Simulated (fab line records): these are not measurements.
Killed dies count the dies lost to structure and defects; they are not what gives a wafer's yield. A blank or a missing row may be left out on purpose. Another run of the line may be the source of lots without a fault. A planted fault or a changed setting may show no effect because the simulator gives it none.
Split-lot study / flow n5_finfet / 7 lots, 39 wafers read, on a route of 1938 steps

== THE SPLIT ITSELF ==
At N5_MOL_CONTACT_COAG_SPUTTER_130 (material Co, target thk 47.5 nm), the setting target_thk_a was moved away from the recipe's 475 angstrom on 15 of the 39 wafers read, by -13.3% to +11.8%. This setting was run at the recipe's value on the other wafers.

The reading comes from the split's own step.

== THE READING ==
Co_of_MOL_CONTACT_COAG_SPUTTER_130.thk_nm (the simulator's own value, which no gauge read), in nm, at N5_MOL_CONTACT_COAG_SPUTTER_130 (material Co, target thk 47.5 nm). There is no usual value for it anywhere in the file. The 24 wafers here that ran the recipe average 47.9 nm, standard deviation 0.51 nm.

wafer=L074.1; tool, chamber at the split=pvd_sputter-01, -; target_thk_a as run, angstrom=530.9; against the recipe=+11.8%; Co_of_MOL_CONTACT_COAG_SPUTTER_130.thk_nm, nm=53; against lot-mates on the recipe=+5.2
wafer=L074.6; tool, chamber at the split=pvd_sputter-01, -; target_thk_a as run, angstrom=530.9; against the recipe=+11.8%; Co_of_MOL_CONTACT_COAG_SPUTTER_130.thk_nm, nm=53; against lot-mates on the recipe=+5.2
wafer=L074.2; tool, chamber at the split=pvd_sputter-01, -; target_thk_a as run, angstrom=530.9; against the recipe=+11.8%; Co_of_MOL_CONTACT_COAG_SPUTTER_130.thk_nm, nm=53.4; against lot-mates on the recipe=+5.6
wafer=L074.3; tool, chamber at the split=pvd_sputter-01, -; target_thk_a as run, angstrom=475; against the recipe=recipe; Co_of_MOL_CONTACT_COAG_SPUTTER_130.thk_nm, nm=47.8; against lot-mates on the recipe=-
wafer=L074.4; tool, chamber at the split=pvd_sputter-01, -; target_thk_a as run, angstrom=475; against the recipe=recipe; Co_of_MOL_CONTACT_COAG_SPUTTER_130.thk_nm, nm=48; against lot-mates on the recipe=-
wafer=L074.5; tool, chamber at the split=pvd_sputter-01, -; target_thk_a as run, angstrom=475; against the recipe=recipe; Co_of_MOL_CONTACT_COAG_SPUTTER_130.thk_nm, nm=47.6; against lot-mates on the recipe=-
wafer=L085.1; tool, chamber at the split=pvd_sputter-03, -; target_thk_a as run, angstrom=475; against the recipe=recipe; Co_of_MOL_CONTACT_COAG_SPUTTER_130.thk_nm, nm=47.4; against lot-mates on the recipe=-
wafer=L085.5; tool, chamber at the split=pvd_sputter-03, -; target_thk_a as run, angstrom=475; against the recipe=recipe; Co_of_MOL_CONTACT_COAG_SPUTTER_130.thk_nm, nm=47.4; against lot-mates on the recipe=-
wafer=L085.3; tool, chamber at the split=pvd_sputter-03, -; target_thk_a as run, angstrom=475; against the recipe=recipe; Co_of_MOL_CONTACT_COAG_SPUTTER_130.thk_nm, nm=47.6; against lot-mates on the recipe=-
wafer=L086.1; tool, chamber at the split=pvd_sputter-02, -; target_thk_a as run, angstrom=423.1; against the recipe=-10.9%; Co_of_MOL_CONTACT_COAG_SPUTTER_130.thk_nm, nm=43.4; against lot-mates on the recipe=-4.9
wafer=L086.3; tool, chamber at the split=pvd_sputter-02, -; target_thk_a as run, angstrom=423.1; against the recipe=-10.9%; Co_of_MOL_CONTACT_COAG_SPUTTER_130.thk_nm, nm=43.4; against lot-mates on the recipe=-4.9
wafer=L086.2; tool, chamber at the split=pvd_sputter-02, -; target_thk_a as run, angstrom=475; against the recipe=recipe; Co_of_MOL_CONTACT_COAG_SPUTTER_130.thk_nm, nm=48.4; against lot-mates on the recipe=-
wafer=L086.6; tool, chamber at the split=pvd_sputter-02, -; target_thk_a as run, angstrom=475; against the recipe=recipe; Co_of_MOL_CONTACT_COAG_SPUTTER_130.thk_nm, nm=48.4; against lot-mates on the recipe=-
wafer=L086.4; tool, chamber at the split=pvd_sputter-02, -; target_thk_a as run, angstrom=423.1; against the recipe=-10.9%; Co_of_MOL_CONTACT_COAG_SPUTTER_130.thk_nm, nm=43.2; against lot-mates on the recipe=-5.1
wafer=L086.5; tool, chamber at the split=pvd_sputter-02, -; target_thk_a as run, angstrom=475; against the recipe=recipe; Co_of_MOL_CONTACT_COAG_SPUTTER_130.thk_nm, nm=48.2; against lot-mates on the recipe=-
wafer=L090.1; tool, chamber at the split=pvd_sputter-03, -; target_thk_a as run, angstrom=475; against the recipe=recipe; Co_of_MOL_CONTACT_COAG_SPUTTER_130.thk_nm, nm=48.4; against lot-mates on the recipe=-
wafer=L090.2; tool, chamber at the split=pvd_sputter-03, -; target_thk_a as run, angstrom=475; against the recipe=recipe; Co_of_MOL_CONTACT_COAG_SPUTTER_130.thk_nm, nm=48.4; against lot-mates on the recipe=-
wafer=L090.3; tool, chamber at the split=pvd_sputter-03, -; target_thk_a as run, angstrom=475; against the recipe=recipe; Co_of_MOL_CONTACT_COAG_SPUTTER_130.thk_nm, nm=48.4; against lot-mates on the recipe=-
wafer=L090.4; tool, chamber at the split=pvd_sputter-03, -; target_thk_a as run, angstrom=475; against the recipe=recipe; Co_of_MOL_CONTACT_COAG_SPUTTER_130.thk_nm, nm=48.2; against lot-mates on the recipe=-
wafer=L090.5; tool, chamber at the split=pvd_sputter-03, -; target_thk_a as run, angstrom=475; against the recipe=recipe; Co_of_MOL_CONTACT_COAG_SPUTTER_130.thk_nm, nm=48.2; against lot-mates on the recipe=-
wafer=L090.6; tool, chamber at the split=pvd_sputter-03, -; target_thk_a as run, angstrom=475; against the recipe=recipe; Co_of_MOL_CONTACT_COAG_SPUTTER_130.thk_nm, nm=48.2; against lot-mates on the recipe=-
wafer=L091.1; tool, chamber at the split=pvd_sputter-01, -; target_thk_a as run, angstrom=429.3; against the recipe=-9.6%; Co_of_MOL_CONTACT_COAG_SPUTTER_130.thk_nm, nm=42; against lot-mates on the recipe=-5.3
wafer=L091.6; tool, chamber at the split=pvd_sputter-01, -; target_thk_a as run, angstrom=429.3; against the recipe=-9.6%; Co_of_MOL_CONTACT_COAG_SPUTTER_130.thk_nm, nm=42; against lot-mates on the recipe=-5.3
wafer=L091.2; tool, chamber at the split=pvd_sputter-01, -; target_thk_a as run, angstrom=475; against the recipe=recipe; Co_of_MOL_CONTACT_COAG_SPUTTER_130.thk_nm, nm=47.4; against lot-mates on the recipe=-
wafer=L091.3; tool, chamber at the split=pvd_sputter-01, -; target_thk_a as run, angstrom=475; against the recipe=recipe; Co_of_MOL_CONTACT_COAG_SPUTTER_130.thk_nm, nm=47.4; against lot-mates on the recipe=-
wafer=L091.4; tool, chamber at the split=pvd_sputter-01, -; target_thk_a as run, angstrom=475; against the recipe=recipe; Co_of_MOL_CONTACT_COAG_SPUTTER_130.thk_nm, nm=47.2; against lot-mates on the recipe=-
wafer=L091.5; tool, chamber at the split=pvd_sputter-01, -; target_thk_a as run, angstrom=429.3; against the recipe=-9.6%; Co_of_MOL_CONTACT_COAG_SPUTTER_130.thk_nm, nm=42.6; against lot-mates on the recipe=-4.7
wafer=L093.1; tool, chamber at the split=pvd_sputter-02, -; target_thk_a as run, angstrom=454; against the recipe=-4.4%; Co_of_MOL_CONTACT_COAG_SPUTTER_130.thk_nm, nm=46.2; against lot-mates on the recipe=-2.1
wafer=L093.4; tool, chamber at the split=pvd_sputter-02, -; target_thk_a as run, angstrom=454; against the recipe=-4.4%; Co_of_MOL_CONTACT_COAG_SPUTTER_130.thk_nm, nm=46.2; against lot-mates on the recipe=-2.1
wafer=L093.2; tool, chamber at the split=pvd_sputter-02, -; target_thk_a as run, angstrom=475; against the recipe=recipe; Co_of_MOL_CONTACT_COAG_SPUTTER_130.thk_nm, nm=48.4; against lot-mates on the recipe=-
wafer=L093.5; tool, chamber at the split=pvd_sputter-02, -; target_thk_a as run, angstrom=475; against the recipe=recipe; Co_of_MOL_CONTACT_COAG_SPUTTER_130.thk_nm, nm=48.4; against lot-mates on the recipe=-
wafer=L093.3; tool, chamber at the split=pvd_sputter-02, -; target_thk_a as run, angstrom=454; against the recipe=-4.4%; Co_of_MOL_CONTACT_COAG_SPUTTER_130.thk_nm, nm=46.4; against lot-mates on the recipe=-1.9
wafer=L093.6; tool, chamber at the split=pvd_sputter-02, -; target_thk_a as run, angstrom=475; against the recipe=recipe; Co_of_MOL_CONTACT_COAG_SPUTTER_130.thk_nm, nm=48.2; against lot-mates on the recipe=-
wafer=L095.1; tool, chamber at the split=pvd_sputter-01, -; target_thk_a as run, angstrom=475; against the recipe=recipe; Co_of_MOL_CONTACT_COAG_SPUTTER_130.thk_nm, nm=46.6; against lot-mates on the recipe=-
wafer=L095.2; tool, chamber at the split=pvd_sputter-01, -; target_thk_a as run, angstrom=411.6; against the recipe=-13.3%; Co_of_MOL_CONTACT_COAG_SPUTTER_130.thk_nm, nm=40.6; against lot-mates on the recipe=-6.5
wafer=L095.3; tool, chamber at the split=pvd_sputter-01, -; target_thk_a as run, angstrom=411.6; against the recipe=-13.3%; Co_of_MOL_CONTACT_COAG_SPUTTER_130.thk_nm, nm=41; against lot-mates on the recipe=-6.1
wafer=L095.4; tool, chamber at the split=pvd_sputter-01, -; target_thk_a as run, angstrom=411.6; against the recipe=-13.3%; Co_of_MOL_CONTACT_COAG_SPUTTER_130.thk_nm, nm=41; against lot-mates on the recipe=-6.1
wafer=L095.5; tool, chamber at the split=pvd_sputter-01, -; target_thk_a as run, angstrom=475; against the recipe=recipe; Co_of_MOL_CONTACT_COAG_SPUTTER_130.thk_nm, nm=47.2; against lot-mates on the recipe=-
wafer=L095.6; tool, chamber at the split=pvd_sputter-01, -; target_thk_a as run, angstrom=475; against the recipe=recipe; Co_of_MOL_CONTACT_COAG_SPUTTER_130.thk_nm, nm=47.4; against lot-mates on the recipe=-

THE FIT
A straight line over all 39 wafers: Co_of_MOL_CONTACT_COAG_SPUTTER_130.thk_nm changes by +0.484 nm for each +1% of target_thk_a; r = +0.98; the points scatter about the line by 0.61 nm.
The same after taking each lot's own level away (the mean of its wafers on the recipe; 39 wafers): +0.47 nm for each +1%; r = +1.00; scatter 0.25 nm.
According to that fit, moving target_thk_a by its largest amount changes the reading by 6.3 nm.
Across the lots, their own levels run from 47.07 to 48.33 nm, a range of 2.5 times the standard deviation given above.
Hence the lot-to-lot level has little effect on the slope; both slopes agree.
Check: for one of the wafers moved furthest among these (-13.3%), held out of the fit, the line's prediction against its lot-mates is -6.3 nm. It came out at -6.47 nm against them.

== OTHER SPLITS APPLIED TO THESE WAFERS ==
Note: prior to the reading, these wafers also went through further splits. Each is held against what the fit with the lots' levels taken away leaves over:
other split on the same wafers=N5_FIN_CUT_ETCH_21 bias_w; wafers away from the commonest value=12; r with Co_of_MOL_CONTACT_COAG_SPUTTER_130.thk_nm (lot level and that fit taken away)=+0.31
other split on the same wafers=N5_SD_EPI_N_EPI_21 pressure_torr; wafers away from the commonest value=33; r with Co_of_MOL_CONTACT_COAG_SPUTTER_130.thk_nm (lot level and that fit taken away)=+0.24
other split on the same wafers=N5_HKMG_FIN_CVD_62 target_thk_a; wafers away from the commonest value=18; r with Co_of_MOL_CONTACT_COAG_SPUTTER_130.thk_nm (lot level and that fit taken away)=-0.11

== FILE'S OWN FIT ==
Co_of_MOL_CONTACT_COAG_SPUTTER_130.thk_nm changes by +0.472 nm for each +1% of target_thk_a, r = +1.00.
